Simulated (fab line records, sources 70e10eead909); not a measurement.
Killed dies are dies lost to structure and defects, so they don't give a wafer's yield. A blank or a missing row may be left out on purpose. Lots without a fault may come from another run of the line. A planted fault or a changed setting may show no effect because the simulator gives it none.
fab line records | flow nand_harc
record lots=5 wafers=15 last_day=33
route steps=1302 shown P_ZERO_WELL@37 P_STI@69
lots that met no fault: from a run of the same line without faults
start_h: hours from the record's first day to the start of the lot's first wafer shown | wait_h: hours since the lot's step before | " the same as in the row above | L1.1+2: a row that stands for several wafers | - no value, or no start given | * or withheld: withheld | < > ~ a bound
route shown NAME@n: a module of which the file shows steps, and the number in the route of the first | usual: mean/standard deviation of fault-free wafers | same: alike in all rows | chamber/n: place in a boat | sites: the reading at each site | _std_site: their standard deviation | _edge_site: outer sites' mean less inner sites' | radius_mm: how far each site lies from the wafer's centre | mask NAME#n: copy n | behind: the tool/chamber that last shaped the wafer | hold: why the lot was held/for how many hours/how that ended | device: the transistor (n, p or np) that didn't switch | end of line: the same wafers' tests at the end of the route | a step without rows: its recipe alone | killed: dies lost to structure and defects at the first sort, not the wafer's yield | map: a wafer's dies, x killed, . not, _ none there
set.NAME: the setting as run; set.NAME@STEP: as run at that earlier step | model.NAME: the simulator's own value behind a step, which no gauge read
lots at some steps of the route; a table a step, a row a wafer
services: from which hour (start_h, from the record's first day; less than 0 if before it) a tool's chamber was out of use, for how many hours, and why
## steps
# step NHARC_P_ZERO_WELL_HMDS_30
# recipe time_s=30
# columns lot.wafer tool chamber start_h wait_h
L074.1+4+5 litho_track-07 0 - -
L083.1+5+6 litho_track-02 0 - -
L087.2+3+4 litho_track-02 0 - -
L090.2+3+6 litho_track-07 0 - -
L095.1+3+4 litho_track-07 0 - -
# step NHARC_P_ZERO_WELL_COAT_31
# recipe spin_rpm=withheld
# columns lot.wafer tool chamber start_h wait_h
L074.1+4+5 litho_track-07 0 - -
L083.1+5+6 litho_track-02 0 - -
L087.2+3+4 litho_track-02 0 - -
L090.2+3+6 litho_track-07 0 - -
L095.1+3+4 litho_track-07 0 - -
# step NHARC_P_ZERO_WELL_SOFTBAKE_32
# recipe temp_c=122 time_s=95
# columns lot.wafer tool chamber start_h wait_h
L074.1+4+5 litho_track-07 0 - -
L083.1+5+6 litho_track-02 0 - -
L087.2+3+4 litho_track-02 0 - -
L090.2+3+6 litho_track-07 0 - -
L095.1+3+4 litho_track-07 0 - -
# step NHARC_P_ZERO_WELL_EBR_33
# columns lot.wafer tool chamber start_h wait_h
L074.1+4+5 litho_track-07 0 - -
L083.1+5+6 litho_track-02 0 - -
L087.2+3+4 litho_track-02 0 - -
L090.2+3+6 litho_track-07 0 - -
L095.1+3+4 litho_track-07 0 - -
# step NHARC_P_ZERO_WELL_EXPOSE_34
# recipe na=0.6 target_cd_nm=720 dose_mj=22.31 mask_id=P_PWELL
# columns lot.wafer tool chamber start_h wait_h mask
L074.1+4+5 krf_scanner-02 0 25.19 - P_PWELL#0
L083.1+5+6 krf_scanner-04 0 113.81 - P_PWELL#0
L087.2+3+4 krf_scanner-04 0 154.15 - P_PWELL#0
L090.2+3+6 krf_scanner-01 0 184.32 - P_PWELL#0
L095.1+3+4 krf_scanner-04 0 234.78 - P_PWELL#0
# step NHARC_P_ZERO_WELL_PEB_35
# recipe peb_temp_c=118 peb_time_s=85
# columns lot.wafer tool chamber start_h wait_h
L074.1+4+5 litho_track-07 0 25.25 0.1
L083.1+5+6 litho_track-03 0 113.88 0.1
L087.2+3+4 litho_track-02 0 154.21 0.1
L090.2+3+6 litho_track-07 0 184.38 0.1
L095.1+3+4 litho_track-02 0 234.84 0.1
# step NHARC_P_ZERO_WELL_DEVELOP_36
# recipe time_s=70
# columns lot.wafer tool chamber start_h wait_h
L074.1+4+5 litho_track-07 0 - -
L083.1+5+6 litho_track-03 0 - -
L087.2+3+4 litho_track-02 0 - -
L090.2+3+6 litho_track-07 0 - -
L095.1+3+4 litho_track-02 0 - -
# step NHARC_P_ZERO_WELL_CD_MEAS_37
# recipe target_cd_nm=720 landing_energy_ev=500
# usual cd_nm=720.6/2.4
# columns lot.wafer tool chamber start_h wait_h cd_nm
L074.1 cd_sem-01 0 25.34 - 719.4
L074.4 " 0 " " 716.9
L074.5 " 0 " " 716.1
L083.1 cd_sem-02 0 113.97 - 718.0
L083.5 " 0 " " 722.2
L083.6 " 0 " " 719.0
L087.2 cd_sem-03 0 154.30 - 721.2
L087.3 " 0 " " 716.0
L087.4 " 0 " " 719.3
L090.2 cd_sem-01 0 184.48 - 719.0
L090.3 " 0 " " 718.7
L090.6 " 0 " " 716.6
L095.1 cd_sem-03 0 234.93 - 719.8
L095.3 " 0 " " 721.4
L095.4 " 0 " " 714.8
# step NHARC_P_ZERO_WELL_HARDBAKE_38
# recipe temp_c=125 time_s=80
# columns lot.wafer tool chamber start_h wait_h
L074.1+4+5 litho_track-02 0 25.42 -
L083.1+5+6 litho_track-02 0 114.05 -
L087.2+3+4 litho_track-02 0 154.38 -
L090.2+3+6 litho_track-02 0 184.56 -
L095.1+3+4 litho_track-02 0 235.01 -
# step NHARC_P_ZERO_WELL_DESCUM_39
# recipe time_s=3 o2_flow_sccm=200 ar_flow_sccm=0 bias_power_w=0 chemistry=O2
# usual drypump_motor_current_A=5.6/0.43 mfc_ar_sccm=0.008/0.01 o2_flow_sccm=200.0/0.56 oes_product_au=1.004/0.012 rf_vpp_V=57.8/0.92 showerhead_plenum_p_Torr=1.91/0.096 throttle_valve_pct=11.311/0.009
# columns lot.wafer tool chamber start_h wait_h drypump_motor_current_A mfc_ar_sccm o2_flow_sccm oes_product_au rf_hours_counter_h rf_vpp_V showerhead_plenum_p_Torr throttle_valve_pct
L074.4 rie_diel-04 3 25.50 - 5.5 0.031 200.4 0.996 3 56.9 1.77 11.309
L074.1 " 1 " " 6.0 0 200.3 1.018 4 55.6 1.80 11.316
L074.5 " 3 " " 5.5 0.031 200.2 0.990 - 56.8 1.77 11.313
L083.1 rie_diel-02 3 114.14 - 5.1 0.000 200.0 0.989 17 57.2 1.93 11.318
L083.5 " 2 " " 5.3 0.010 200.8 0.984 - 57.0 1.91 11.297
L083.6 " 3 " " 5.1 0.000 199.7 0.989 - 58.9 1.93 11.308
L087.3 rie_diel-04 1 154.46 - 6.0 0 199.5 1.014 49 57.8 1.79 11.321
L087.4 " 2 " " 4.8 0.012 200.4 1.001 47 57.6 1.97 11.315
L087.2 " 0 " " 5.3 0.005 200.1 1.016 49 58.1 2.01 11.303
L090.2 rie_diel-13 3 184.63 - 5.2 0 199.1 0.991 4 57.2 1.97 11.316
L090.3 " 2 " " 6.0 0.017 199.5 1.003 6 57.2 1.92 11.330
L090.6 " 3 " " 5.2 0 199.3 0.991 - 57.0 1.97 11.317
L095.4 rie_diel-04 0 235.10 - 5.3 0.005 200.2 0.994 8 56.9 2.01 11.330
L095.3 " 1 " " 6.0 0 200.4 0.999 13 58.7 1.78 11.301
L095.1 " 2 " " 4.8 0.012 199.2 1.009 13 58.1 1.96 11.309
# step NHARC_P_ZERO_WELL_IMPLANT_40
# recipe energy_kev=300 dose_cm2=1e+13 tilt_deg=7
# columns lot.wafer tool chamber start_h wait_h
L074.1+4+5 implanter-01 0 25.65 0.1
L083.1+5+6 implanter-01 0 114.28 0.1
L087.2+3+4 implanter-01 0 154.63 0.1
L090.2+3+6 implanter-01 0 184.81 0.2
L095.1+3+4 implanter-02 0 235.24 0.1
# step NHARC_P_ZERO_WELL_IMPLANT_59
# recipe energy_kev=120 dose_cm2=5e+12 tilt_deg=7
# columns lot.wafer tool chamber start_h wait_h
L074.1+4+5 implanter-01 0 25.83 0.1
L083.1+5+6 implanter-01 0 114.46 0.2
L087.2+3+4 implanter-01 0 154.81 0.1
L090.2+3+6 implanter-01 0 184.99 0.2
L095.1+3+4 implanter-02 0 235.41 0.1
# step NHARC_P_ZERO_WELL_IMPLANT_60
# recipe energy_kev=30 dose_cm2=2e+12 tilt_deg=7
# columns lot.wafer tool chamber start_h wait_h
L074.1+4+5 implanter-01 0 26.01 0.1
L083.1+5+6 implanter-01 0 114.64 0.1
L087.2+3+4 implanter-01 0 154.99 0.1
L090.2+3+6 implanter-01 0 185.17 0.2
L095.1+3+4 implanter-02 0 235.59 0.1
# step NHARC_P_ZERO_WELL_STRIP_41
# recipe time_s=840 temp_c=130 chemistry=SPM
# usual bath_heat_duty_pct=15.3/1.5 temp_c=130.01/0.15
# columns lot.wafer tool chamber start_h wait_h bath_heat_duty_pct temp_c
L074.4 wet_bench-07 4 26.24 0.1 15.6 129.99
L074.5 " 6 " " 14.0 130.07
L074.1 " 7 " " 13.9 130.31
L083.1 wet_bench-06 3 114.85 0.2 18.4 130.16
L083.5 " 6 " " 15.9 129.98
L083.6 " 7 " " 14.6 130.20
L087.2 wet_bench-06 7 155.18 0.2 14.9 129.83
L087.4 " 1 " " 14.4 129.95
L087.3 " 2 " " 16.2 129.97
L090.2 wet_bench-06 2 185.37 0.2 17.0 129.74
L090.3 " 3 " " 18.5 129.86
L090.6 " 5 " " 13.8 130.04
L095.1 wet_bench-06 4 235.81 0.2 15.3 130.12
L095.3 " 7 " " 13.8 130.02
L095.4 " 1 " " 14.0 130.13
# step NHARC_P_ZERO_WELL_DEHYDRATE_44
# recipe temp_c=150 time_s=120
# columns lot.wafer tool chamber start_h wait_h
L074.1+4+5 litho_track-03 0 26.55 -
L083.1+5+6 litho_track-07 0 115.19 -
L087.2+3+4 litho_track-02 0 155.51 -
L090.2+3+6 litho_track-02 0 185.68 -
L095.1+3+4 litho_track-03 0 236.14 -
# step NHARC_P_ZERO_WELL_HMDS_45
# recipe time_s=30
# columns lot.wafer tool chamber start_h wait_h
L074.1+4+5 litho_track-03 0 - -
L083.1+5+6 litho_track-07 0 - -
L087.2+3+4 litho_track-02 0 - -
L090.2+3+6 litho_track-02 0 - -
L095.1+3+4 litho_track-03 0 - -
# step NHARC_P_ZERO_WELL_COAT_46
# recipe spin_rpm=withheld
# columns lot.wafer tool chamber start_h wait_h
L074.1+4+5 litho_track-03 0 - -
L083.1+5+6 litho_track-07 0 - -
L087.2+3+4 litho_track-02 0 - -
L090.2+3+6 litho_track-02 0 - -
L095.1+3+4 litho_track-03 0 - -
# step NHARC_P_ZERO_WELL_SOFTBAKE_47
# recipe temp_c=122 time_s=95
# columns lot.wafer tool chamber start_h wait_h
L074.1+4+5 litho_track-03 0 - -
L083.1+5+6 litho_track-07 0 - -
L087.2+3+4 litho_track-02 0 - -
L090.2+3+6 litho_track-02 0 - -
L095.1+3+4 litho_track-03 0 - -
# step NHARC_P_ZERO_WELL_EBR_48
# columns lot.wafer tool chamber start_h wait_h
L074.1+4+5 litho_track-03 0 - -
L083.1+5+6 litho_track-07 0 - -
L087.2+3+4 litho_track-02 0 - -
L090.2+3+6 litho_track-02 0 - -
L095.1+3+4 litho_track-03 0 - -
# step NHARC_P_ZERO_WELL_EXPOSE_49
# recipe na=0.6 target_cd_nm=2000 dose_mj=22.64 mask_id=P_HVPW
# columns lot.wafer tool chamber start_h wait_h mask
L074.1+4+5 krf_scanner-01 0 26.82 - P_HVPW#0
L083.1+5+6 krf_scanner-04 0 115.33 - P_HVPW#0
L087.2+3+4 krf_scanner-01 0 155.78 - P_HVPW#0
L090.2+3+6 krf_scanner-01 0 185.83 - P_HVPW#0
L095.1+3+4 krf_scanner-01 0 236.41 - P_HVPW#0
# step NHARC_P_ZERO_WELL_PEB_50
# recipe peb_temp_c=118 peb_time_s=85
# columns lot.wafer tool chamber start_h wait_h
L074.1+4+5 litho_track-07 0 26.89 0.1
L083.1+5+6 litho_track-03 0 115.40 0.1
L087.2+3+4 litho_track-03 0 155.84 0.1
L090.2+3+6 litho_track-07 0 185.90 0.1
L095.1+3+4 litho_track-02 0 236.47 0.1
# step NHARC_P_ZERO_WELL_DEVELOP_51
# recipe time_s=70
# columns lot.wafer tool chamber start_h wait_h
L074.1+4+5 litho_track-07 0 - -
L083.1+5+6 litho_track-03 0 - -
L087.2+3+4 litho_track-03 0 - -
L090.2+3+6 litho_track-07 0 - -
L095.1+3+4 litho_track-02 0 - -
# step NHARC_P_ZERO_WELL_CD_MEAS_52
# recipe target_cd_nm=2000 landing_energy_ev=500
# usual cd_nm=1999.9/2.1
# columns lot.wafer tool chamber start_h wait_h cd_nm
L074.1 cd_sem-02 0 26.98 - 2003.9
L074.4 " 0 " " 1999.6
L074.5 " 0 " " 2000.4
L083.1 cd_sem-02 0 115.49 - 1996.3
L083.5 " 0 " " 1998.9
L083.6 " 0 " " 1996.7
L087.2 cd_sem-02 0 155.94 - 2001.4
L087.3 " 0 " " 2002.0
L087.4 " 0 " " 2000.6
L090.2 cd_sem-01 0 185.99 - 2000.9
L090.3 " 0 " " 1999.4
L090.6 " 0 " " 2003.2
L095.1 cd_sem-01 0 236.56 - 2000.6
L095.3 " 0 " " 1997.5
L095.4 " 0 " " 2000.2
# step NHARC_P_ZERO_WELL_HARDBAKE_53
# recipe temp_c=125 time_s=80
# columns lot.wafer tool chamber start_h wait_h
L074.1+4+5 litho_track-07 0 27.08 -
L083.1+5+6 litho_track-07 0 115.57 -
L087.2+3+4 litho_track-02 0 156.02 -
L090.2+3+6 litho_track-03 0 186.07 -
L095.1+3+4 litho_track-03 0 236.64 -
# step NHARC_P_ZERO_WELL_DESCUM_54
# recipe time_s=3 o2_flow_sccm=200 ar_flow_sccm=0 bias_power_w=0 chemistry=O2
# usual drypump_motor_current_A=5.6/0.45 mfc_ar_sccm=0.007/0.0086 o2_flow_sccm=199.9/0.57 oes_product_au=1.003/0.014 rf_vpp_V=57.8/0.92 showerhead_plenum_p_Torr=1.92/0.092 throttle_valve_pct=11.311/0.0086
# columns lot.wafer tool chamber start_h wait_h drypump_motor_current_A mfc_ar_sccm o2_flow_sccm oes_product_au rf_hours_counter_h rf_vpp_V showerhead_plenum_p_Torr throttle_valve_pct
L074.1 rie_diel-04 3 27.16 - 5.6 0.031 200.7 1.008 3 57.5 1.77 11.312
L074.4 " 1 " " 6.0 0 198.7 1.017 5 56.6 1.80 11.321
L074.5 " 3 " " 5.6 0.031 199.6 1.004 - 56.9 1.77 11.313
L083.1 rie_diel-13 1 115.68 - 6.1 0 199.9 1.001 36 58.5 1.78 11.301
L083.6 " 2 " " 6.1 0.017 200.0 1.013 - 57.2 1.93 11.325
L083.5 " 3 " " 5.2 0 200.6 1.020 - 56.9 1.97 11.310
L087.2 rie_diel-13 1 156.17 - 6.1 0 200.3 1.014 51 59.0 1.78 11.305
L087.4 " 2 " " 6.1 0.017 199.8 1.016 53 58.7 1.93 11.311
L087.3 " 3 " " 5.2 0 200.4 1.021 55 59.3 1.97 11.332
L090.3 rie_diel-02 0 186.25 - 6.4 0 200.9 0.985 43 56.2 2.01 11.304
L090.2 " 1 " " 5.7 0.015 199.0 1.009 49 56.3 1.78 11.301
L090.6 " 2 " " 5.3 0.010 199.9 0.970 - 56.9 1.90 11.297
L095.3 rie_diel-02 2 236.72 - 5.3 0.010 200.0 1.010 5 56.8 1.90 11.308
L095.4 " 3 " " 5.1 0.000 200.3 0.986 4 56.5 1.92 11.321
L095.1 " 0 " " 6.3 0 199.5 0.999 4 59.1 2.01 11.321
# step NHARC_P_ZERO_WELL_IMPLANT_55
# recipe energy_kev=180 dose_cm2=8e+11 tilt_deg=7
# columns lot.wafer tool chamber start_h wait_h
L074.1+4+5 implanter-01 0 27.30 0.1
L083.1+5+6 implanter-02 0 115.79 0.1
L087.2+3+4 implanter-01 0 156.35 0.2
L090.2+3+6 implanter-01 0 186.41 0.1
L095.1+3+4 implanter-02 0 236.87 0.1
# step NHARC_P_ZERO_WELL_IMPLANT_61
# recipe energy_kev=30 dose_cm2=5e+11 tilt_deg=7
# columns lot.wafer tool chamber start_h wait_h
L074.1+4+5 implanter-01 0 27.48 0.2
L083.1+5+6 implanter-02 0 115.97 0.2
L087.2+3+4 implanter-01 0 156.53 0.1
L090.2+3+6 implanter-01 0 186.58 0.1
L095.1+3+4 implanter-02 0 237.05 0.1
# step NHARC_P_ZERO_WELL_STRIP_56
# recipe time_s=840 temp_c=130 chemistry=SPM
# usual bath_heat_duty_pct=15.3/1.6 temp_c=130.01/0.15
# columns lot.wafer tool chamber start_h wait_h bath_heat_duty_pct temp_c
L074.4 wet_bench-05 1 27.70 0.1 13.2 129.82
L074.5 " 2 " " 13.1 129.68
L074.1 " 3 " " 14.3 130.03
L083.1 wet_bench-06 4 116.21 0.2 14.4 129.85
L083.6 " 5 " " 15.4 130.19
L083.5 " 6 " " 17.1 130.03
L087.4 wet_bench-06 4 156.73 0.1 13.7 129.81
L087.3 " 5 " " 15.0 130.14
L087.2 " 7 " " 14.7 129.97
L090.6 wet_bench-05 2 186.78 0.0 14.6 129.99
L090.3 " 3 " " 16.4 130.17
L090.2 " 4 " " 17.8 129.85
L095.1 wet_bench-06 1 237.28 0.2 15.6 130.13
L095.3 " 2 " " 17.3 130.13
L095.4 " 3 " " 17.8 129.90
# step NHARC_P_ZERO_WELL_PRECLEAN_68
# recipe time_s=60 temp_c=50 bath_age_min=0 chemistry=SC1
# usual bath_heat_duty_pct=7.4/0.88 temp_c=49.99/0.12
# columns lot.wafer tool chamber start_h wait_h bath_heat_duty_pct temp_c
L074.4 wet_bench-05 1 - - 7.1 49.87
L074.5 " 2 " " 6.5 50.04
L074.1 " 3 " " 6.7 50.12
L083.1 wet_bench-06 4 - - 6.5 50.01
L083.6 " 5 " " 6.5 50.11
L083.5 " 6 " " 9.0 49.90
L087.4 wet_bench-06 4 - - 6.8 49.92
L087.3 " 5 " " 6.8 49.93
L087.2 " 7 " " 7.6 49.94
L090.6 wet_bench-05 2 - - 7.6 50.03
L090.3 " 3 " " 7.6 50.06
L090.2 " 4 " " 9.4 50.05
L095.1 wet_bench-06 1 - - 7.3 50.10
L095.3 " 2 " " 7.3 50.00
L095.4 " 3 " " 8.8 50.17
# step NHARC_P_ZERO_WELL_SRD_69
# columns lot.wafer tool chamber start_h wait_h
L074.4+5+1 wet_bench-05 1,2,3 - -
L083.1+6+5 wet_bench-06 4,5,6 - -
L087.4+3+2 wet_bench-06 4,5,7 - -
L090.6+3+2 wet_bench-05 2,3,4 - -
L095.1+3+4 wet_bench-06 1,2,3 - -
# step NHARC_P_ZERO_WELL_RTA_42
# recipe temp_c=1100 time_s=300
# usual lamp_power_pct=38.6/2.2 lamp_zone_2_pct=38.6/2.2 wafer_temp_C_max=1103.7/0.97
# columns lot.wafer tool chamber start_h wait_h lamp_power_pct lamp_zone_2_pct wafer_temp_C_max
L074.1 rtp_anneal-01 0 28.13 - 40.6 40.7 1104.5
L074.4 " 0 " " 40.7 40.6 1103.0
L074.5 " 0 " " 40.7 40.6 1105.2
L083.1 rtp_anneal-02 0 116.62 - 36.3 36.3 1102.9
L083.5 " 0 " " 36.3 36.3 1102.7
L083.6 " 0 " " 36.2 36.3 1103.1
L087.2 rtp_anneal-02 0 157.28 - 36.3 36.3 1103.1
L087.3 " 0 " " 36.3 36.3 1103.0
L087.4 " 0 " " 36.2 36.3 1103.1
L090.2 rtp_anneal-01 0 187.31 - 40.6 40.7 1104.5
L090.3 " 0 " " 40.7 40.6 1104.7
L090.6 " 0 " " 40.5 40.7 1103.8
L095.1 rtp_anneal-01 0 237.70 - 40.7 40.6 1105.5
L095.3 " 0 " " 40.6 40.7 1104.0
L095.4 " 0 " " 40.6 40.7 1104.8
# step NHARC_P_ZERO_WELL_INSPECT_43
# usual raw_defect_count=15/7.1
# columns lot.wafer tool chamber start_h wait_h raw_defect_count
L074.1 defect_inspect-02 - 28.82 0.6 12
L074.4 " - " " 7
L074.5 " - " " 9
L083.1 defect_inspect-01 - 117.31 0.6 10
L083.5 " - " " 10
L083.6 " - " " 4
L087.2 defect_inspect-01 - 157.86 0.5 12
L087.3 " - " " 3
L087.4 " - " " 9
L090.2 defect_inspect-02 - 187.88 0.5 9
L090.3 " - " " 16
L090.6 " - " " 9
L095.1 defect_inspect-01 - 238.38 0.6 9
L095.3 " - " " 20
L095.4 " - " " 20
# step NHARC_P_STI_ETCH_26
# recipe target_depth_a=110 chemistry=dHF material=SiO2
# columns lot.wafer tool chamber start_h wait_h
L074.1+5+4 wet_bench-04 6,1,2 28.87 0.1
L083.1+5+6 wet_bench-04 0,2,4 117.37 0.1
L087.3+4+2 wet_bench-09 2,6,7 157.91 0.0
L090.2+6+3 wet_bench-04 0,1,4 187.94 0.1
L095.3+1+4 wet_bench-04 4,5,7 238.43 0.0
# step NHARC_P_STI_PRECLEAN_27
# recipe time_s=* temp_c=50 bath_age_min=0 chemistry=SC1
# usual bath_heat_duty_pct=7.1/0.84 temp_c=49.99/0.11
# columns lot.wafer tool chamber start_h wait_h bath_heat_duty_pct temp_c
L074.1 wet_bench-04 6 29.00 0.1 6.0 49.93
L074.5 " 1 " " 7.9 49.97
L074.4 " 2 " " 7.9 49.71
L083.1 wet_bench-04 0 117.43 0.0 7.9 50.06
L083.5 " 2 " " 7.3 49.90
L083.6 " 4 " " 8.5 49.94
L087.3 wet_bench-09 2 157.98 0.1 8.8 50.11
L087.4 " 6 " " 6.6 50.00
L087.2 " 7 " " 6.1 49.90
L090.2 wet_bench-04 0 188.00 0.0 6.8 49.97
L090.6 " 1 " " 7.0 49.92
L090.3 " 4 " " 7.4 50.21
L095.3 wet_bench-04 4 238.50 0.1 8.2 50.07
L095.1 " 5 " " 7.8 49.87
L095.4 " 7 " " 7.1 50.09
# step NHARC_P_STI_SRD_28
# columns lot.wafer tool chamber start_h wait_h
L074.1+5+4 wet_bench-04 6,1,2 - -
L083.1+5+6 wet_bench-04 0,2,4 - -
L087.3+4+2 wet_bench-09 2,6,7 - -
L090.2+6+3 wet_bench-04 0,1,4 - -
L095.3+1+4 wet_bench-04 4,5,7 - -
# step NHARC_P_STI_OXIDE_29
# recipe target_thk_a=100 temp_c=900 ox_time_s=1362 material=SiO2
# usual spike_tc_top_C=911.2/1.6 zone_power_centre_pct=19.3/1.1
# columns lot.wafer tool chamber start_h wait_h spike_tc_top_C zone_power_centre_pct
L074.1 furnace-05 0 32.20 - 909.6 17.0
L074.4 " 0 " " 908.6 17.0
L074.5 " 0 " " 907.5 17.0
L083.1 furnace-07 0 125.46 - 911.9 19.7
L083.5 " 0 " " 911.9 19.6
L083.6 " 0 " " 911.1 19.8
L087.2 furnace-05 0 161.11 - 908.8 17.1
L087.3 " 0 " " 908.4 17.0
L087.4 " 0 " " 908.7 16.8
L090.2 furnace-05 0 191.13 - 909.5 17.3
L090.3 " 0 " " 906.4 16.9
L090.6 " 0 " " 909.1 17.1
L095.1 furnace-07 0 248.24 - 910.8 20.1
L095.3 " 0 " " 910.7 19.7
L095.4 " 0 " " 910.6 20.2
# step NHARC_P_STI_HM_DEP_30
# recipe target_thk_a=800 temp_c=790 pressure_mtorr=300 time_s=873 material=Si3N4
# usual spike_tc_top_C=805/4.9 zone_power_centre_pct=13.6/1.4
# columns lot.wafer tool chamber start_h wait_h spike_tc_top_C zone_power_centre_pct
L074.1 lpcvd-02 1 39.39 3.5 799 12.5
L074.4 " 1 " " 797 12.4
L074.5 " 1 " " 800 12.6
L083.1 lpcvd-01 0 132.67 3.5 802 16.3
L083.5 " 0 " " 805 16.3
L083.6 " 0 " " 804 16.3
L087.2 lpcvd-02 0 168.29 3.5 799 12.7
L087.3 " 0 " " 800 13.1
L087.4 " 0 " " 799 13.0
L090.2 lpcvd-01 1 198.25 3.5 810 13.1
L090.3 " 1 " " 810 13.1
L090.6 " 1 " " 810 13.3
L095.1 lpcvd-01 1 255.49 3.5 810 13.1
L095.3 " 1 " " 809 13.3
L095.4 " 1 " " 810 13.1
# step NHARC_P_STI_DEHYDRATE_01
# recipe temp_c=150 time_s=120
# columns lot.wafer tool chamber start_h wait_h
L074.1+4+5 litho_track-07 0 43.02 0.4
L083.1+5+6 litho_track-03 0 136.34 0.4
L087.2+3+4 litho_track-03 0 171.98 0.4
L090.2+3+6 litho_track-03 0 201.94 0.4
L095.1+3+4 litho_track-03 0 259.14 0.4
# step NHARC_P_STI_HMDS_02
# recipe time_s=30
# columns lot.wafer tool chamber start_h wait_h
L074.1+4+5 litho_track-07 0 - -
L083.1+5+6 litho_track-03 0 - -
L087.2+3+4 litho_track-03 0 - -
L090.2+3+6 litho_track-03 0 - -
L095.1+3+4 litho_track-03 0 - -
# step NHARC_P_STI_COAT_41
# recipe temp_c=200 time_s=65
# columns lot.wafer tool chamber start_h wait_h
L074.1+4+5 litho_track-07 0 - -
L083.1+5+6 litho_track-03 0 - -
L087.2+3+4 litho_track-03 0 - -
L090.2+3+6 litho_track-03 0 - -
L095.1+3+4 litho_track-03 0 - -
# step NHARC_P_STI_COAT_03
# recipe spin_rpm=2000 resist_thk_nm=600
# columns lot.wafer tool chamber start_h wait_h
L074.1+4+5 litho_track-07 0 - -
L083.1+5+6 litho_track-03 0 - -
L087.2+3+4 litho_track-03 0 - -
L090.2+3+6 litho_track-03 0 - -
L095.1+3+4 litho_track-03 0 - -
# step NHARC_P_STI_SOFTBAKE_04
# recipe temp_c=125 time_s=70
# columns lot.wafer tool chamber start_h wait_h
L074.1+4+5 litho_track-07 0 - -
L083.1+5+6 litho_track-03 0 - -
L087.2+3+4 litho_track-03 0 - -
L090.2+3+6 litho_track-03 0 - -
L095.1+3+4 litho_track-03 0 - -
# step NHARC_P_STI_EBR_05
# columns lot.wafer tool chamber start_h wait_h
L074.1+4+5 litho_track-07 0 - -
L083.1+5+6 litho_track-03 0 - -
L087.2+3+4 litho_track-03 0 - -
L090.2+3+6 litho_track-03 0 - -
L095.1+3+4 litho_track-03 0 - -
# step NHARC_P_STI_EXPOSE_06
# recipe na=0.55 target_cd_nm=200 dose_mj=37.69 mask_id=P_STI
# columns lot.wafer tool chamber start_h wait_h mask
L074.1+4+5 krf_scanner-01 0 43.31 - P_STI#0
L083.1+5+6 krf_scanner-02 0 136.63 - P_STI#0
L087.2+3+4 krf_scanner-01 0 172.28 - P_STI#0
L090.2+3+6 krf_scanner-01 0 202.11 - P_STI#0
L095.1+3+4 krf_scanner-01 0 259.43 - P_STI#0
# step NHARC_P_STI_PEB_07
# recipe peb_temp_c=128 peb_time_s=80
# columns lot.wafer tool chamber start_h wait_h
L074.1+4+5 litho_track-03 0 43.38 0.1
L083.1+5+6 litho_track-07 0 136.70 0.1
L087.2+3+4 litho_track-07 0 172.34 0.1
L090.2+3+6 litho_track-05 0 202.17 0.1
L095.1+3+4 litho_track-03 0 259.50 0.1
# step NHARC_P_STI_DEVELOP_08
# recipe time_s=50 dev_temp_c=22
# columns lot.wafer tool chamber start_h wait_h
L074.1+4+5 litho_track-03 0 - -
L083.1+5+6 litho_track-07 0 - -
L087.2+3+4 litho_track-07 0 - -
L090.2+3+6 litho_track-05 0 - -
L095.1+3+4 litho_track-03 0 - -
# step NHARC_P_STI_CD_MEAS_09
# recipe target_cd_nm=200 landing_energy_ev=500
# usual cd_nm=201.6/2.7
# columns lot.wafer tool chamber start_h wait_h cd_nm
L074.1 cd_sem-01 0 43.46 - 204.2
L074.4 " 0 " " 206.2
L074.5 " 0 " " 200.5
L083.1 cd_sem-01 0 136.78 - 201.5
L083.5 " 0 " " 200.3
L083.6 " 0 " " 202.2
L087.2 cd_sem-03 0 172.43 - 205.7
L087.3 " 0 " " 203.9
L087.4 " 0 " " 204.0
L090.2 cd_sem-02 0 202.26 - 201.1
L090.3 " 0 " " 197.5
L090.6 " 0 " " 204.2
L095.1 cd_sem-03 0 259.58 - 208.5
L095.3 " 0 " " 204.7
L095.4 " 0 " " 200.5
# step NHARC_P_STI_OVL_MEAS_10
# usual overlay_x_nm=1/5 overlay_y_nm=-1/7.4
# columns lot.wafer tool chamber start_h wait_h overlay_x_nm overlay_y_nm
L074.1 overlay-01 - 43.55 - -2 -5
L074.4 " - " " -1 -5
L074.5 " - " " -1 -4
L083.1 overlay-02 - 136.87 - 0 1
L083.5 " - " " 0 2
L083.6 " - " " 1 2
L087.2 overlay-01 - 172.51 - 10 0
L087.3 " - " " 10 1
L087.4 " - " " 10 1
L090.2 overlay-02 - 202.34 - -3 1
L090.3 " - " " -3 1
L090.6 " - " " -3 1
L095.1 overlay-01 - 259.67 - 7 6
L095.3 " - " " 8 7
L095.4 " - " " 7 7
# step NHARC_P_STI_INSPECT_11
# usual raw_defect_count=5.6/2.7
# columns lot.wafer tool chamber start_h wait_h raw_defect_count
L074.1 defect_inspect-02 - 43.59 0.0 5
L074.4 " - " " 1
L074.5 " - " " 6
L083.1 defect_inspect-02 - 136.91 0.0 5
L083.5 " - " " 9
L083.6 " - " " 3
L087.2 defect_inspect-01 - 172.55 0.0 6
L087.3 " - " " 4
L087.4 " - " " 7
L090.2 defect_inspect-02 - 202.38 0.0 5
L090.3 " - " " 8
L090.6 " - " " 3
L095.1 defect_inspect-01 - 259.71 0.0 5
L095.3 " - " " 6
L095.4 " - " " 5
# step NHARC_P_STI_HARDBAKE_13
# recipe temp_c=118 time_s=65
# columns lot.wafer tool chamber start_h wait_h
L074.1+4+5 litho_track-03 0 43.64 0.1
L083.1+5+6 litho_track-05 0 136.97 0.1
L087.2+3+4 litho_track-03 0 172.61 0.1
L090.2+3+6 litho_track-07 0 202.44 0.1
L095.1+3+4 litho_track-03 0 259.76 0.1
## services
# columns tool chamber start_h hours kind
rie_diel-04 - 1.05 9.0 pm
implanter-02 - 8.54 3.0 repair
krf_scanner-04 - 10.00 4.0 pm
wet_bench-06 - 17.60 8.0 pm
wet_bench-06 - 43.47 3.9 repair
wet_bench-04 - 51.20 8.0 pm
litho_track-02 - 52.00 7.0 pm
krf_scanner-01 - 69.39 6.7 repair
litho_track-07 - 76.00 7.0 pm
wet_bench-05 - 84.80 8.0 pm
implanter-01 - 85.79 1.9 repair
litho_track-03 - 100.00 7.0 pm
wet_bench-04 - 113.04 0.5 repair
rie_diel-04 3 117.91 8.2 repair
krf_scanner-01 - 123.32 0.2 repair
krf_scanner-01 - 140.00 4.0 pm
implanter-02 - 146.00 13.0 pm
rie_diel-04 - 178.05 9.0 pm
implanter-02 - 184.71 2.7 repair
wet_bench-06 - 193.60 8.0 pm
litho_track-02 - 227.00 7.0 pm
wet_bench-04 - 227.20 8.0 pm
krf_scanner-01 - 238.46 1.7 repair
litho_track-07 - 251.00 7.0 pm
## key
fault none
